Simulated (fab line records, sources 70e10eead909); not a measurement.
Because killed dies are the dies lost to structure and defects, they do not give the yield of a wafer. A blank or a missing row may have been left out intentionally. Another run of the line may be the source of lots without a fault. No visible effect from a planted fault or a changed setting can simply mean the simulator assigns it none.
Chamber matching :: flow nand-harc :: rie-diel-07 running NHARC_A_ZERO_WELL_DESCUM_12: 4 sister chambers
The step chemistry O2, time 3 s. 39 wafers are shown with their chamber, then 12 later ones without.

## EACH WAFER AND ITS CHAMBER
wafer: L074.1
chamber: 3
showerhead-plenum-p-Torr (Torr): 2.06
drypump-motor-current-A (A): 5.82
oes-product-au (a.u.): 1.012

wafer: L074.4
chamber: 1
showerhead-plenum-p-Torr (Torr): 1.85
drypump-motor-current-A (A): 5.95
oes-product-au (a.u.): 0.978

wafer: L074.6
chamber: 2
showerhead-plenum-p-Torr (Torr): 1.84
drypump-motor-current-A (A): 5.72
oes-product-au (a.u.): 0.988

wafer: L076.1
chamber: 2
showerhead-plenum-p-Torr (Torr): 1.84
drypump-motor-current-A (A): 5.68
oes-product-au (a.u.): 0.984

wafer: L076.2
chamber: 0
showerhead-plenum-p-Torr (Torr): 2.00
drypump-motor-current-A (A): 6.31
oes-product-au (a.u.): 1.019

wafer: L076.3
chamber: 3
showerhead-plenum-p-Torr (Torr): 2.06
drypump-motor-current-A (A): 5.84
oes-product-au (a.u.): 1.011

wafer: L081.2
chamber: 0
showerhead-plenum-p-Torr (Torr): 2.00
drypump-motor-current-A (A): 6.28
oes-product-au (a.u.): 1.018

wafer: L081.3
chamber: 2
showerhead-plenum-p-Torr (Torr): 1.84
drypump-motor-current-A (A): 5.70
oes-product-au (a.u.): 1.010

wafer: L081.6
chamber: 2
showerhead-plenum-p-Torr (Torr): 1.84
drypump-motor-current-A (A): 5.74
oes-product-au (a.u.): 1.005

wafer: L080.3
chamber: 1
showerhead-plenum-p-Torr (Torr): 1.85
drypump-motor-current-A (A): 5.95
oes-product-au (a.u.): 0.982

wafer: L080.4
chamber: 2
showerhead-plenum-p-Torr (Torr): 1.84
drypump-motor-current-A (A): 5.73
oes-product-au (a.u.): 0.989

wafer: L080.6
chamber: 2
showerhead-plenum-p-Torr (Torr): 1.84
drypump-motor-current-A (A): 5.67
oes-product-au (a.u.): 0.997

wafer: L082.1
chamber: 3
showerhead-plenum-p-Torr (Torr): 2.06
drypump-motor-current-A (A): 5.82
oes-product-au (a.u.): 1.017

wafer: L082.2
chamber: 0
showerhead-plenum-p-Torr (Torr): 2.00
drypump-motor-current-A (A): 6.28
oes-product-au (a.u.): 1.016

wafer: L082.6
chamber: 2
showerhead-plenum-p-Torr (Torr): 1.84
drypump-motor-current-A (A): 5.70
oes-product-au (a.u.): 1.000

wafer: L083.1
chamber: 2
showerhead-plenum-p-Torr (Torr): 1.84
drypump-motor-current-A (A): 5.72
oes-product-au (a.u.): 1.001

wafer: L083.2
chamber: 1
showerhead-plenum-p-Torr (Torr): 1.85
drypump-motor-current-A (A): 5.92
oes-product-au (a.u.): 0.983

wafer: L083.6
chamber: 1
showerhead-plenum-p-Torr (Torr): 1.85
drypump-motor-current-A (A): 5.91
oes-product-au (a.u.): 0.978

wafer: L084.3
chamber: 1
showerhead-plenum-p-Torr (Torr): 1.85
drypump-motor-current-A (A): 5.97
oes-product-au (a.u.): 0.985

wafer: L084.4
chamber: 2
showerhead-plenum-p-Torr (Torr): 1.84
drypump-motor-current-A (A): 5.69
oes-product-au (a.u.): 0.993

wafer: L084.5
chamber: 3
showerhead-plenum-p-Torr (Torr): 2.06
drypump-motor-current-A (A): 5.84
oes-product-au (a.u.): 1.010

wafer: L085.2
chamber: 3
showerhead-plenum-p-Torr (Torr): 2.06
drypump-motor-current-A (A): 5.83
oes-product-au (a.u.): 1.020

wafer: L085.4
chamber: 2
showerhead-plenum-p-Torr (Torr): 1.84
drypump-motor-current-A (A): 5.71
oes-product-au (a.u.): 0.995

wafer: L085.6
chamber: 1
showerhead-plenum-p-Torr (Torr): 1.85
drypump-motor-current-A (A): 5.95
oes-product-au (a.u.): 0.991

wafer: L086.3
chamber: 2
showerhead-plenum-p-Torr (Torr): 1.84
drypump-motor-current-A (A): 5.71
oes-product-au (a.u.): 1.006

wafer: L086.4
chamber: 0
showerhead-plenum-p-Torr (Torr): 2.00
drypump-motor-current-A (A): 6.32
oes-product-au (a.u.): 1.014

wafer: L086.6
chamber: 2
showerhead-plenum-p-Torr (Torr): 1.84
drypump-motor-current-A (A): 5.69
oes-product-au (a.u.): 0.994

wafer: L088.1
chamber: 1
showerhead-plenum-p-Torr (Torr): 1.84
drypump-motor-current-A (A): 5.94
oes-product-au (a.u.): 0.990

wafer: L088.3
chamber: 2
showerhead-plenum-p-Torr (Torr): 1.84
drypump-motor-current-A (A): 5.71
oes-product-au (a.u.): 0.999

wafer: L088.4
chamber: 3
showerhead-plenum-p-Torr (Torr): 2.05
drypump-motor-current-A (A): 5.82
oes-product-au (a.u.): 1.010

wafer: L089.1
chamber: 1
showerhead-plenum-p-Torr (Torr): 1.84
drypump-motor-current-A (A): 5.96
oes-product-au (a.u.): 0.988

wafer: L089.3
chamber: 0
showerhead-plenum-p-Torr (Torr): 2.00
drypump-motor-current-A (A): 6.28
oes-product-au (a.u.): 1.005

wafer: L089.4
chamber: 3
showerhead-plenum-p-Torr (Torr): 2.06
drypump-motor-current-A (A): 5.81
oes-product-au (a.u.): 1.017

wafer: L092.1
chamber: 1
showerhead-plenum-p-Torr (Torr): 1.84
drypump-motor-current-A (A): 5.96
oes-product-au (a.u.): 0.991

wafer: L092.2
chamber: 3
showerhead-plenum-p-Torr (Torr): 2.05
drypump-motor-current-A (A): 5.81
oes-product-au (a.u.): 0.995

wafer: L092.5
chamber: 2
showerhead-plenum-p-Torr (Torr): 1.84
drypump-motor-current-A (A): 5.70
oes-product-au (a.u.): 0.996

wafer: L093.1
chamber: 2
showerhead-plenum-p-Torr (Torr): 1.84
drypump-motor-current-A (A): 5.71
oes-product-au (a.u.): 0.992

wafer: L093.4
chamber: 3
showerhead-plenum-p-Torr (Torr): 2.05
drypump-motor-current-A (A): 5.82
oes-product-au (a.u.): 1.000

wafer: L093.6
chamber: 0
showerhead-plenum-p-Torr (Torr): 2.00
drypump-motor-current-A (A): 6.27
oes-product-au (a.u.): 1.016

SIGNATURES (means of the wafers above)
reading: showerhead-plenum-p-Torr
chamber 0: 2.0000
chamber 1: 1.8467
chamber 2: 1.8400
chamber 3: 2.0567
scatter within a chamber: 0.00338

reading: drypump-motor-current-A
chamber 0: 6.2900
chamber 1: 5.9456
chamber 2: 5.7053
chamber 3: 5.8233
scatter within a chamber: 0.0176

reading: oes-product-au
chamber 0: 1.01467
chamber 1: 0.98511
chamber 2: 0.99660
chamber 3: 1.01022
scatter within a chamber: 0.00672
Rule: for a wafer and a chamber, the distance is found by dividing, reading by reading, the gap between the wafer's reading and the chamber's mean by the reading's scatter, squaring, summing and taking the root. The wafer belongs to the nearest chamber; if the next one is less than 2 further off, it can't be placed. The scatter: take each reading less its chamber's mean, square it, sum over the shown wafers, divide by the number of wafers less the number of chambers, and take the root.

## WAFERS WITHOUT THEIR CHAMBER
wafer: L094.1
showerhead-plenum-p-Torr (Torr): 1.84
drypump-motor-current-A (A): 5.96
oes-product-au (a.u.): 1.010

wafer: L094.2
showerhead-plenum-p-Torr (Torr): 1.84
drypump-motor-current-A (A): 5.67
oes-product-au (a.u.): 1.013

wafer: L094.5
showerhead-plenum-p-Torr (Torr): 2.00
drypump-motor-current-A (A): 6.29
oes-product-au (a.u.): 1.035

wafer: L095.1
showerhead-plenum-p-Torr (Torr): 2.05
drypump-motor-current-A (A): 5.80
oes-product-au (a.u.): 1.014

wafer: L095.4
showerhead-plenum-p-Torr (Torr): 2.00
drypump-motor-current-A (A): 6.32
oes-product-au (a.u.): 1.041

wafer: L095.5
showerhead-plenum-p-Torr (Torr): 1.84
drypump-motor-current-A (A): 5.71
oes-product-au (a.u.): 1.011

wafer: L096.2
showerhead-plenum-p-Torr (Torr): 1.84
drypump-motor-current-A (A): 5.75
oes-product-au (a.u.): 1.005

wafer: L096.3
showerhead-plenum-p-Torr (Torr): 2.05
drypump-motor-current-A (A): 5.81
oes-product-au (a.u.): 1.005

wafer: L096.4
showerhead-plenum-p-Torr (Torr): 2.00
drypump-motor-current-A (A): 6.28
oes-product-au (a.u.): 1.036

wafer: L097.1
showerhead-plenum-p-Torr (Torr): 1.84
drypump-motor-current-A (A): 5.71
oes-product-au (a.u.): 1.013

wafer: L097.3
showerhead-plenum-p-Torr (Torr): 2.00
drypump-motor-current-A (A): 6.27
oes-product-au (a.u.): 1.030

wafer: L097.6
showerhead-plenum-p-Torr (Torr): 1.84
drypump-motor-current-A (A): 5.95
oes-product-au (a.u.): 0.990

## WHICH CHAMBER EACH ONE RAN IN
wafer: L094.1
from the rows above: 1
in truth: 1

wafer: L094.2
from the rows above: 2
in truth: 2

wafer: L094.5
from the rows above: 0
in truth: 0

wafer: L095.1
from the rows above: 3
in truth: 3

wafer: L095.4
from the rows above: 0
in truth: 0

wafer: L095.5
from the rows above: 2
in truth: 2

wafer: L096.2
from the rows above: 2
in truth: 2

wafer: L096.3
from the rows above: 3
in truth: 3

wafer: L096.4
from the rows above: 0
in truth: 0

wafer: L097.1
from the rows above: 2
in truth: 2

wafer: L097.3
from the rows above: 0
in truth: 0

wafer: L097.6
from the rows above: 1
in truth: 1
Correctly placed: 12 of 12. Left unplaced by these rows: 0. 0 placed wrongly.
